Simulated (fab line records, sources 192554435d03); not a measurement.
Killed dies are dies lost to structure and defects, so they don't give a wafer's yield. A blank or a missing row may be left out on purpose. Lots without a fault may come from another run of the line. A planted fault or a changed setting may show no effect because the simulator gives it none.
Problem report in the 8D (eight disciplines) form, filled by code | flow n5_finfet | the parts of the form that need people (team, actions taken, sign-off) are left out

1. THE PROBLEM
susceptor_temp_C at N5_BEOL_M8_ALD_77 reads a mean of 281.87 C on 4 wafers of 3 lots; wafers without a fault read 275.02 C with a standard deviation of 0.19. That is +36 standard deviations from the usual mean.
The step: deposits TaN, target thk 2 nm, pulse time 2 s, purge time 3 s.
First seen on wafer L318.5, day 15 02:55, on ald_metal-03. The record holds 33 wafers of 11 lots with a number at this step. Rule for "out", or "out of limits": more than 4 standard deviations from the usual mean. The other wafers with a number count as sound.

2. WHAT IT IS AND WHAT IT IS NOT
question                    | is                             | is not
which readings at this step | susceptor_temp_C               | heater_power_w
which lots                  | L318, L320, L321               | L304, L306, L311, L315, L316, L323, L324, L325
which wafers of those lots  | L318.5, L320.1, L321.4, L321.6 | L318.3, L318.6, L320.2, L320.3, L321.2
read on which tools         | ald_metal-03                   | ald_metal-01, ald_metal-02
when                        | from day 15 02:55              | up to then (17 sound wafers); but 12 sound wafers of L315, L316, L320, L321, L325 came after

3. SUSPECTS, AND WHAT RULES EACH OUT
Counting: a tool at a process step up to the reading stays a suspect if it ran every lot that is out. Sound lots after the first of them don't rule it out here, since some wafers of a struck lot are sound.
- ald_metal-03 at N5_BEOL_M8_ALD_77 (deposits TaN, target thk 2 nm, pulse time 2 s, purge time 3 s): kept. It ran every lot that is out, first L318 (day 15 02:55); its last sound lot up to then is L323 (day 14 12:49). Its own readings are out on those wafers: susceptor_temp_C.
- Within ald_metal-03 at N5_BEOL_M8_ALD_77: the wafers that are out ran in chamber 1; their sound lot-mates ran in chambers 0, 2, 3.
Left after counting: ald_metal-03 at N5_BEOL_M8_ALD_77.

4. THE CAUSE (what the simulator had put in)
Process parameter drift: ald_metal-03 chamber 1, from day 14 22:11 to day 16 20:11, at N5_BEOL_M8_ALD_77. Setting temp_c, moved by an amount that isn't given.
Counting left only this tool.

5. THE CHAIN OF EFFECTS, in route order
Each row: a reading whose mean over the struck wafers that have a number lies more than 3 standard deviations from the usual. Only readings for which the record gives a usual standard deviation are gone through. hours: the time from each lot's start at the first step in this table that gives one to its start at this step, as a median over the lots. sigmas: the change in usual standard deviations.
hours | step              | reading          | usual    | on struck wafers | change | sigmas
0     | N5_BEOL_M8_ALD_77 | susceptor_temp_C | 275.02 C | 281.87           | +6.85  | +36
The process steps in it:
- N5_BEOL_M8_ALD_77: deposits TaN, target thk 2 nm, pulse time 2 s, purge time 3 s.

6. WHAT WOULD HAVE CAUGHT IT SOONER
In this record the first reading out of limits was taken at day 15 02:55, 5 hours after the fault began at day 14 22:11.
